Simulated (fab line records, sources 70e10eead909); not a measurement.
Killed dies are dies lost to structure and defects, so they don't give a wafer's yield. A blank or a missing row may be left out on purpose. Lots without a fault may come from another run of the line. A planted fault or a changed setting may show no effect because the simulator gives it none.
A struck lot beside a sound one | flow nand_harc | 18 steps out of a route of 1302
Sound: wafers L895.1, L895.4, L895.6. Struck: wafers L909.1, L909.2, L909.4. The cause comes at the end.
At each step with rows: each side's tool, then ch and its chambers, then its first start. Under that, the readings that differ: sound wafers | struck wafers | difference of the means | sigmas: that difference in standard deviations of wafers without a fault.
alike: readings whose means differ by less than 2 such deviations, and words and numbers that are the same on both sides. not compared: withheld readings, readings that some wafer has no value for, bounds like >300 that may hide the same value, and numbers for which the record gives no deviation and whose values overlap.
The two part at a step that has a row with sigmas, a row that says differs or no value, or rows on one side only. Numbers that don't overlap but have no deviation are shown without sigmas and don't part them. A reading that every wafer of one side lacks parts them only if that side has two wafers or more.

NHARC_P_GATE_CD_MEAS_59: target cd 720 nm.
  sound on cd_sem-01 ch 0, day 5 19:01; struck on cd_sem-02 ch 0, day 11 15:09
  alike: cd_nm
then, 1 step without rows for these wafers: NHARC_P_GATE_HARDBAKE_60 (time 80 s).
NHARC_P_GATE_DESCUM_61: chemistry O2, time 3 s.
  sound on rie_diel-10 ch 0,1,2, day 5 19:11; struck on rie_diel-01 ch 0,1,2, day 11 15:20
  alike: drypump_motor_current_A, oes_product_au, rf_vpp_V, showerhead_plenum_p_Torr, throttle_valve_pct
  not compared: rf_hours_counter_h
then, 1 step without rows for these wafers: NHARC_P_GATE_IMPLANT_62.
NHARC_P_GATE_STRIP_112: strips in N2/H2, time 200 s.
  sound on plasma_asher-02 ch 0,1, day 5 19:32; struck on plasma_asher-01 ch 0,1, day 11 15:41
  alike: drypump_motor_current_A, heater_power_w
  not compared: rf_hours_counter_h
NHARC_P_GATE_STRIP_76: strips in O2.
  sound on plasma_asher-02 ch 0,1, day 5 19:48; struck on plasma_asher-01 ch 0,1, day 11 15:56
  alike: drypump_motor_current_A, heater_power_w
  not compared: rf_hours_counter_h
then, 6 steps without rows for these wafers: NHARC_P_GATE_STRIP_63 (strips in SPM, time 900 s); NHARC_P_GATE_DEHYDRATE_83 (time 120 s); NHARC_P_GATE_HMDS_84 (time 30 s); NHARC_P_GATE_COAT_85; NHARC_P_GATE_SOFTBAKE_86 (time 95 s); NHARC_P_GATE_EBR_87.
NHARC_P_GATE_EXPOSE_88: exposes mask P HVN, target cd 2000 nm.
  sound on krf_scanner-02 ch 0, day 5 20:26; struck on krf_scanner-03 ch 0, day 11 16:35
  reading | sound                   | struck                  | difference | sigmas
  mask    | P_HVN#0 P_HVN#0 P_HVN#0 | P_PSD#0 P_PSD#0 P_PSD#0 | differs    |
then, 2 steps without rows for these wafers: NHARC_P_GATE_PEB_89 (peb time 85 s); NHARC_P_GATE_DEVELOP_90 (time 70 s).
NHARC_P_GATE_CD_MEAS_91: target cd 2000 nm.
  sound on cd_sem-03 ch 0, day 5 20:35; struck on cd_sem-02 ch 0, day 11 16:44
  reading    | sound                | struck | difference                    | sigmas
  cd_nm (nm) | 2000.5 1997.1 2000.1 | - - -  | no value on the struck wafers |
then, 1 step without rows for these wafers: NHARC_P_GATE_HARDBAKE_92 (time 80 s).
-- the record jumps here: 19 days lie between the struck wafers' starts before and after (it left off in module P_GATE and takes up again in module END, whose first step shown is number 1302 of the route) --
NHARC_END_SORT_01:
  the record has rows for the struck wafers here (prober-02 ch 0, day 30 11:01) and none for the sound ones

WHERE THEY PART
First at NHARC_P_GATE_EXPOSE_88; last, within this record, at NHARC_END_SORT_01.

WHY: what the simulator had put in
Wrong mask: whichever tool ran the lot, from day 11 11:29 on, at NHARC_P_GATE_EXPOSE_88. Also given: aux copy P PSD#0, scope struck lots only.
